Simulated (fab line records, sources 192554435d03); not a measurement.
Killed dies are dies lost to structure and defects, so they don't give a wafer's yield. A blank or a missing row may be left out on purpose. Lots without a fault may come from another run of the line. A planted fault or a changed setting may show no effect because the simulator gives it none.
fab line records | flow n5_finfet
record lots=7 wafers=21
route steps=1938 shown BEOL_M15@1797 MIM_TOP_LITHO@1843 PASSIVATION@1901
start_h: hours from the record's first day to the start of the lot's first wafer shown | wait_h: hours since the lot's step before | " the same as in the row above | L1.1+2: a row that stands for several wafers | - no value, or no start given | * or withheld: withheld | < > ~ a bound
route shown NAME@n: a module of which the file shows steps, and the number in the route of the first | usual: mean/standard deviation of fault-free wafers | same: alike in all rows | chamber/n: place in a boat | sites: the reading at each site | _std_site: their standard deviation | _edge_site: outer sites' mean less inner sites' | radius_mm: how far each site lies from the wafer's centre | mask NAME#n: copy n | behind: the tool/chamber that last shaped the wafer | hold: why the lot was held/for how many hours/how that ended | device: the transistor (n, p or np) that didn't switch | end of line: the same wafers' tests at the end of the route | a step without rows: its recipe alone | killed: dies lost to structure and defects at the first sort, not the wafer's yield | map: a wafer's dies, x killed, . not, _ none there
set.NAME: the setting as run; set.NAME@STEP: as run at that earlier step | model.NAME: the simulator's own value behind a step, which no gauge read
lots whose settings were changed on purpose; a table a step, a row a wafer
## steps
# step N5_BEOL_M15_COAT_22
# recipe spin_rpm=1704 resist_thk_nm=800
# columns lot.wafer tool chamber start_h wait_h set.spin_rpm model.coat_of_BEOL_M15_COAT_22.thk_nm
L075.1 litho_track-03 0 - - 1877 763.2
L075.3 " 0 " " 1877 762
L075.6 " 0 " " 1704 800.8
L082.2+4 litho_track-03 0 - - 1704 803.6
L082.6 " 0 " " 1704 802.6
L080.1 litho_track-03 0 - - 1704 800.4
L080.2 " 0 " " 1704 801.8
L080.4 " 0 " " 1611 824
L091.2+4 litho_track-05 0 - - 1704 800.4
L091.3 " 0 " " 1704 798.6
L097.1 litho_track-03 0 - - 1704 801
L097.2 " 0 " " 1649 812
L097.3 " 0 " " 1704 799.2
L095.2 litho_track-01 0 - - 1704 798
L095.3 " 0 " " 1704 798.8
L095.4 " 0 " " 1704 798.2
L096.1 litho_track-03 0 - - 1704 798.2
L096.4 " 0 " " 1643 813.6
L096.5 " 0 " " 1643 812.6
# step N5_BEOL_M15_EBR_24
# recipe solvent=PGMEA ebr_width_mm=1.5
# step N5_BEOL_M15_SOFTBAKE_23
# recipe temp_c=130 time_s=60
# step N5_BEOL_M15_DESCUM_33
# recipe chemistry=O2 time_s=7.9 source_power_w=50 bias_power_w=20 pressure_mtorr=20 rf_frequency_hz=2.712e+07 temp_c=40 o2_flow_sccm=225
# step N5_BEOL_M15_ETCH_61
# recipe chemistry=N2/H2 target=BARC target_depth_a=890 overetch_a=267 time_s=67.9 ion_energy_ev=200 pressure_mtorr=30 source_w=840 bias_w=150 n2_flow_sccm=200 h2_flow_sccm=200
# columns lot.wafer tool chamber start_h wait_h set.spin_rpm@BEOL_M15_COAT_22 model.coat_of_BEOL_M15_COAT_22.thk_nm
L075.1 rie_diel-04 2 262.76 0.0 1877 678.8
L075.3 " 0 " " 1877 679.2
L075.6 " 3 " " 1704 719.2
L082.2+6 rie_diel-01 1,2 304.94 0.0 1704 721.4
L082.4 " 3 " " 1704 723.4
L080.1 rie_diel-04 1 311.50 0.0 1704 714.4
L080.2 " 2 " " 1704 717
L080.4 " 3 " " 1611 742
L091.2 rie_diel-04 3 368.60 0.0 1704 718.8
L091.3 " 1 " " 1704 712.8
L091.4 " 2 " " 1704 716
L097.1 rie_diel-01 2 398.14 0.0 1704 720
L097.2 " 1 " " 1649 730.8
L097.3 " 3 " " 1704 718.6
L095.2 rie_diel-04 3 401.54 0.0 1704 716.6
L095.3 " 0 " " 1704 716
L095.4 " 1 " " 1704 712
L096.1 rie_diel-04 0 404.85 0.0 1704 715.8
L096.4 " 2 " " 1643 728.8
L096.5 " 3 " " 1643 731.4
# step N5_BEOL_M15_TRENCH_ETCH_34
# recipe chemistry=C4F8/O2/Ar target=SiO2 target_depth_a=8729.3 he_inner_torr=15 he_outer_torr=30 time_s=199 ion_energy_ev=800 pressure_mtorr=20 source_w=1905 bias_w=2040 Ar_flow_sccm=400 C4F8_flow_sccm=16 O2_flow_sccm=12
# columns lot.wafer tool chamber start_h wait_h set.time_s model.etch.depth_nm
L075.1 rie_diel-04 2 262.81 0.0 223.4 1004
L075.3 " 0 " " 223.4 979.8
L075.6 " 3 " " 199 864.6
L082.2 rie_diel-01 1 304.99 0.0 220.3 952.8
L082.4 " 3 " " 220.3 935
L082.6 " 2 " " 199 854.9
L080.1 rie_diel-04 1 311.55 0.0 199 914.7
L080.2 " 2 " " 179.2 808.4
L080.4 " 3 " " 199 868.7
L091.2 rie_diel-04 3 368.65 0.0 215.1 944.4
L091.3 " 1 " " 199 903.9
L091.4 " 2 " " 199 900.3
L097.1 rie_diel-01 2 398.19 0.0 199 872.7
L097.2 " 1 " " 199 856.1
L097.3 " 3 " " 171.8 743.3
L095.2 rie_diel-04 3 401.59 0.0 199 868.3
L095.3 " 0 " " 199 874.1
L095.4 " 1 " " 199 921.3
L096.1 rie_diel-04 0 404.90 0.0 199 878.8
L096.4 " 2 " " 199 904.6
L096.5 " 3 " " 199 871.1
# step N5_BEOL_M15_STRIP_36
# recipe chemistry=O2 power_w=600 temp_c=60 pressure_mtorr=30 rf_frequency_hz=6e+07 bias_power_w=0 overash_fraction=0.3 o2_flow_sccm=225
# step N5_BEOL_M15_ECD_47
# recipe material=Cu target_thk_a=18600
# step N5_BEOL_M15_ANNEAL_48
# recipe temp_c=225 time_s=90 ambient=N2
# step N5_BEOL_M15_CMP_49
# recipe stop_on=SiO2 t_overpolish_s=4.9 down_force_psi=2 platen_rpm=80 clearing_platen_down_force_psi=2 clearing_platen_rpm=80 post_cmp_clean=cu_alkaline target_thk_nm=850 clearing_platen_pad_velocity_m_s=1.5917 pad_velocity_m_s=1.5917
# columns lot.wafer tool chamber start_h wait_h set.time_s@BEOL_M15_TRENCH_ETCH_34 model.Cu_of_BEOL_M15_ECD_47.thk_nm
L075.3 cmp-03 3 264.80 0.3 223.4 955.8
L075.1 " 1 " " 223.4 980
L075.6 " 0 " " 199 840.2
L082.4 cmp-02 0 309.34 0.2 220.3 912.2
L082.2 " 2 " " 220.3 931.6
L082.6 " 0 " " 199 832.6
L080.1 cmp-04 1 314.41 0.3 199 893.6
L080.2 " 2 " " 179.2 787.4
L080.4 " 3 " " 199 847
L091.2 cmp-03 3 372.43 0.2 215.1 919.6
L091.3 " 0 " " 199 880.4
L091.4 " 1 " " 199 877.2
L097.2 cmp-03 0 401.83 0.2 199 832.6
L097.3 " 2 " " 171.8 721.6
L097.1 " 3 " " 199 847.2
L095.3 cmp-03 2 405.49 0.2 199 851.4
L095.2 " 3 " " 199 844.6
L095.4 " 0 " " 199 899.6
L096.4 cmp-03 2 410.44 0.2 199 882.6
L096.1 " 0 " " 199 855.4
L096.5 " 2 " " 199 849.2
# step N5_BEOL_M15_THK_MEAS_50
# recipe thk_meas_gauge=xrf reads=Cu_of_BEOL_M15_ECD_47
# usual M15_THK=871/22
# columns lot.wafer tool chamber start_h wait_h set.time_s@BEOL_M15_TRENCH_ETCH_34 M15_THK[nm]
L075.1 film_metro-01 - 265.10 - 223.4 1003
L075.3 " - " " 223.4 982
L075.6 " - " " 199 863
L082.2 film_metro-02 - 309.60 - 220.3 953
L082.4 " - " " 220.3 933
L082.6 " - " " 199 848
L080.1 film_metro-02 - 314.67 - 199 921
L080.2 " - " " 179.2 805
L080.4 " - " " 199 866
L091.2 film_metro-02 - 372.68 - 215.1 940
L091.3 " - " " 199 902
L091.4 " - " " 199 894
L097.1 film_metro-02 - 402.13 - 199 859
L097.2 " - " " 199 843
L097.3 " - " " 171.8 730
L095.2 film_metro-01 - 405.79 - 199 865
L095.3 " - " " 199 866
L095.4 " - " " 199 915
L096.1 film_metro-01 - 410.70 - 199 866
L096.4 " - " " 199 893
L096.5 " - " " 199 860
# step N5_BEOL_M15_PRE_CLEAN_52
# recipe gas=NH3 time_s=15 temp_c=withheld rf_power_w=300
# step N5_BEOL_M15_DEP_53
# recipe material=SiCN target_thk_a=500 temp_c=withheld precursor=3MS/NH3 pressure_torr=3 rf_w=675 time_s=17.8
# step N5_BEOL_M15_RS_MEAS_54
# recipe thk_meas_gauge=four-point-probe reads=Cu_of_BEOL_M15_ECD_47+Ta_of_BEOL_M15_SPUTTER_44+TaN_of_BEOL_M15_SPUTTER_43
# usual M15_RS=0.0216/0.00054
# columns lot.wafer tool chamber start_h wait_h set.time_s@BEOL_M15_TRENCH_ETCH_34 M15_RS[ohm/sq]
L075.1 film_metro-01 - 265.22 0.0 223.4 0.0187
L075.3 " - " " 223.4 0.0192
L075.6 " - " " 199 0.0218
L082.2 film_metro-02 - 309.73 0.1 220.3 0.0197
L082.4 " - " " 220.3 0.0201
L082.6 " - " " 199 0.0220
L080.1 film_metro-02 - 314.79 0.0 199 0.0205
L080.2 " - " " 179.2 0.0233
L080.4 " - " " 199 0.0216
L091.2 film_metro-02 - 372.81 0.1 215.1 0.0199
L091.3 " - " " 199 0.0208
L091.4 " - " " 199 0.0208
L097.1 film_metro-02 - 402.26 0.0 199 0.0216
L097.2 " - " " 199 0.0220
L097.3 " - " " 171.8 0.0255
L095.2 film_metro-02 - 405.92 0.1 199 0.0217
L095.3 " - " " 199 0.0215
L095.4 " - " " 199 0.0203
L096.1 film_metro-01 - 410.83 0.0 199 0.0214
L096.4 " - " " 199 0.0207
L096.5 " - " " 199 0.0216
# step N5_MIM_TOP_LITHO_EXPOSE_05
# recipe mask_id=MIM_TOP na=0.55 source_shape=conventional sigma_outer=0.8 polarization=unpolarized target_cd_nm=2000 dose_mj=20.5
# columns lot.wafer tool chamber start_h wait_h mask set.dose_mj
L075.1+6 krf_scanner-02 0 269.14 - MIM_TOP#0 20.5
L075.3 " 0 " " MIM_TOP#0 21.71
L082.2+6 krf_scanner-01 0 313.70 - MIM_TOP#0 20.03
L082.4 " 0 " " MIM_TOP#0 20.5
L080.1+2+4 krf_scanner-02 0 318.73 - MIM_TOP#0 20.5
L091.2+3 krf_scanner-01 0 378.08 - MIM_TOP#0 19.58
L091.4 " 0 " " MIM_TOP#0 20.5
L097.1+2+3 krf_scanner-02 0 405.74 - MIM_TOP#0 20.5
L095.2+3+4 krf_scanner-01 0 410.65 - MIM_TOP#0 20.5
L096.1+4 krf_scanner-02 0 416.23 - MIM_TOP#0 20.5
L096.5 " 0 " " MIM_TOP#0 19.76
# step N5_MIM_TOP_LITHO_PEB_06
# recipe peb_temp_c=withheld peb_time_s=*
# step N5_MIM_TOP_LITHO_DEVELOP_07
# recipe develop_time_s=60 rinse_liquid=diw dry=air_spin dev_temp_c=21
# step N5_MIM_TOP_LITHO_HARDBAKE_09
# recipe temp_c=130 time_s=120
# step N5_MIM_TOP_LITHO_CD_MEAS_08
# recipe target_cd_nm=2000 landing_energy_ev=500 detector=se_inlens
# usual cd_nm=1999.7/1.5
# columns lot.wafer tool chamber start_h wait_h set.dose_mj@MIM_TOP_LITHO_EXPOSE_05 cd_nm
L075.1 cd_sem-02 0 269.32 - 20.5 1997.4
L075.3 " 0 " " 21.71 1989.2
L075.6 " 0 " " 20.5 1998.5
L082.2 cd_sem-01 0 313.87 - 20.03 2005.4
L082.4 " 0 " " 20.5 2000.2
L082.6 " 0 " " 20.03 2004.8
L080.1 cd_sem-01 0 318.91 - 20.5 1999.1
L080.2 " 0 " " 20.5 2000.2
L080.4 " 0 " " 20.5 1999.4
L091.2 cd_sem-02 0 378.25 - 19.58 2007.8
L091.3 " 0 " " 19.58 2007.3
L091.4 " 0 " " 20.5 1998.9
L097.1 cd_sem-02 0 405.92 - 20.5 2000.5
L097.2 " 0 " " 20.5 2001.3
L097.3 " 0 " " 20.5 2003.5
L095.2 cd_sem-02 0 410.83 - 20.5 2000.0
L095.3 " 0 " " 20.5 1998.2
L095.4 " 0 " " 20.5 1999.9
L096.1 cd_sem-02 0 416.40 - 20.5 2000.4
L096.4 " 0 " " 20.5 2001.8
L096.5 " 0 " " 19.76 2007.3
# step N5_PASSIVATION_EXPOSE_27
# recipe mask_id=PAD na=0.55 source_shape=conventional sigma_outer=0.8 polarization=unpolarized defocus_nm=0 dose_mj=32.3
# columns lot.wafer tool chamber start_h wait_h mask set.dose_mj
L075.1 krf_scanner-02 0 275.25 - PAD#0 32.3
L075.3+6 " 0 " " PAD#0 31.66
L082.2+6 krf_scanner-01 0 320.12 - PAD#0 34.41
L082.4 " 0 " " PAD#0 32.3
L080.1+2+4 krf_scanner-01 0 324.24 - PAD#0 32.3
L091.2+4 krf_scanner-02 0 383.17 - PAD#0 30.58
L091.3 " 0 " " PAD#0 32.3
L097.1+2+3 krf_scanner-02 0 410.64 - PAD#0 32.3
L095.2+3+4 krf_scanner-01 0 416.80 - PAD#0 32.3
L096.1 krf_scanner-02 0 422.83 - PAD#0 31.61
L096.4+5 " 0 " " PAD#0 32.3
# step N5_PASSIVATION_DEVELOP_29
# recipe develop_time_s=60 rinse_liquid=diw dry=air_spin dev_temp_c=21
# columns lot.wafer tool chamber start_h wait_h set.develop_time_s
L075.1+3+6 litho_track-05 0 - - 52.98
L082.2+4+6 litho_track-02 0 - - 60
L080.1 litho_track-04 0 - - 60
L080.2+4 " 0 " " 66.93
L091.2+3+4 litho_track-04 0 - - 69.91
L097.1+3 litho_track-05 0 - - 63.46
L097.2 " 0 " " 60
L095.2+3+4 litho_track-02 0 - - 60
L096.1+5 litho_track-02 0 - - 60
L096.4 " 0 " " 52.17
# step N5_PASSIVATION_HARDBAKE_31
# recipe temp_c=130 time_s=120
# step N5_PASSIVATION_CD_MEAS_30
# recipe target_cd_nm=4000 landing_energy_ev=500 detector=se_inlens polarity=opening
# usual cd_nm=3999.9/2
# columns lot.wafer tool chamber start_h wait_h set.dose_mj@PASSIVATION_EXPOSE_27 cd_nm
L075.1 cd_sem-03 0 275.43 - 32.3 3999.1
L075.3 " 0 " " 31.66 3993.5
L075.6 " 0 " " 31.66 3995.3
L082.2 cd_sem-03 0 320.29 - 34.41 4008.3
L082.4 " 0 " " 32.3 3997.8
L082.6 " 0 " " 34.41 4008.8
L080.1 cd_sem-02 0 324.41 - 32.3 4002.3
L080.2 " 0 " " 32.3 4001.1
L080.4 " 0 " " 32.3 4002.7
L091.2 cd_sem-01 0 383.34 - 30.58 3992.4
L091.3 " 0 " " 32.3 4003.7
L091.4 " 0 " " 30.58 3993.5
L097.1 cd_sem-01 0 410.82 - 32.3 4003.1
L097.2 " 0 " " 32.3 4002.4
L097.3 " 0 " " 32.3 4002.9
L095.2 cd_sem-01 0 416.97 - 32.3 3996.6
L095.3 " 0 " " 32.3 3998.3
L095.4 " 0 " " 32.3 3999.7
L096.1 cd_sem-01 0 423.01 - 31.61 3995.5
L096.4 " 0 " " 32.3 3998.7
L096.5 " 0 " " 32.3 4000.0
## key
split step=N5_BEOL_M15_COAT_22 setting=spin_rpm stated=1704 by=wafer
response step=N5_BEOL_M15_COAT_22 reading=model.coat_of_BEOL_M15_COAT_22.thk_nm change=-3.87 per=1% r=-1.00
response step=N5_BEOL_M15_ETCH_61 reading=model.coat_of_BEOL_M15_COAT_22.thk_nm change=-4.1 per=1% r=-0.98
split step=N5_BEOL_M15_TRENCH_ETCH_34 setting=time_s stated=199 by=wafer
response step=N5_BEOL_M15_TRENCH_ETCH_34 reading=model.etch.depth_nm change=+8.66 per=1% r=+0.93
response step=N5_BEOL_M15_CMP_49 reading=model.Cu_of_BEOL_M15_ECD_47.thk_nm change=+8.59 per=1% r=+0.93
response step=N5_BEOL_M15_THK_MEAS_50 reading=M15_THK change=+8.9 per=1% r=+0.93
response step=N5_BEOL_M15_RS_MEAS_54 reading=M15_RS change=-0.000225 per=1% r=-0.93
split step=N5_MIM_TOP_LITHO_EXPOSE_05 setting=dose_mj stated=20.5 by=wafer
response step=N5_MIM_TOP_LITHO_CD_MEAS_08 reading=cd_nm change=-1.7 per=1% r=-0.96
split step=N5_PASSIVATION_EXPOSE_27 setting=dose_mj stated=32.3 by=wafer
response step=N5_PASSIVATION_CD_MEAS_30 reading=cd_nm change=+1.83 per=1% r=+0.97
split step=N5_PASSIVATION_DEVELOP_29 setting=develop_time_s stated=60 by=wafer
response none clear
